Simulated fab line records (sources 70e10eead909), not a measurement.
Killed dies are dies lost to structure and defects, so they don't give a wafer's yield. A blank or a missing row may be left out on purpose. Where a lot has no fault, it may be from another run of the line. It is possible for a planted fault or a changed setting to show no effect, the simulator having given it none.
Matching of chambers -- flow nand harc -- pecvd-02 running NHARC_P_M1_DEP_33: 3 sister chambers
The step deposits SiCN, target thk 30 nm. 6 wafers are shown with their chamber, then 8 later ones without.

WAFERS WITH THEIR CHAMBER
wafer,chamber,heater power w (W)
L079.3,1,595
L080.4,0,665
L082.2,1,547
L083.2,0,702
L083.5,2,504
L085.2,2,500

WAFERS WITHOUT THEIR CHAMBER
wafer,heater power w (W)
L085.5,707
L085.6,503
L091.4,563
L091.5,717
L091.6,536
L096.1,705
L096.2,520
L096.3,482

THE CHAMBER EACH PASSED THROUGH
wafer,from the rows above,in truth
L085.5,0,0
L085.6,2,2
L091.4,1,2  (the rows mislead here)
L091.5,0,0
L091.6,can't be placed: 2 or 1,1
L096.1,0,0
L096.2,can't be placed: 2 or 1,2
L096.3,2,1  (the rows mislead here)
4 of 8 placed correctly. Cannot be placed on the basis of these rows: 2; the candidates contain the true chamber in 2. 2 placed wrongly.
How it was worked out, from the rows above alone: a wafer's distance from a chamber is the root of the sum, over the readings, of the square of ((its reading less the chamber's mean) divided by the reading's scatter). The wafer belongs to the nearest chamber; if the next one is less than 2 further off, it can't be placed. A chamber's mean is the mean of its shown wafers. The scatter: take each reading less its chamber's mean, square it, sum over the shown wafers, divide by the number of wafers less the number of chambers, and take the root.
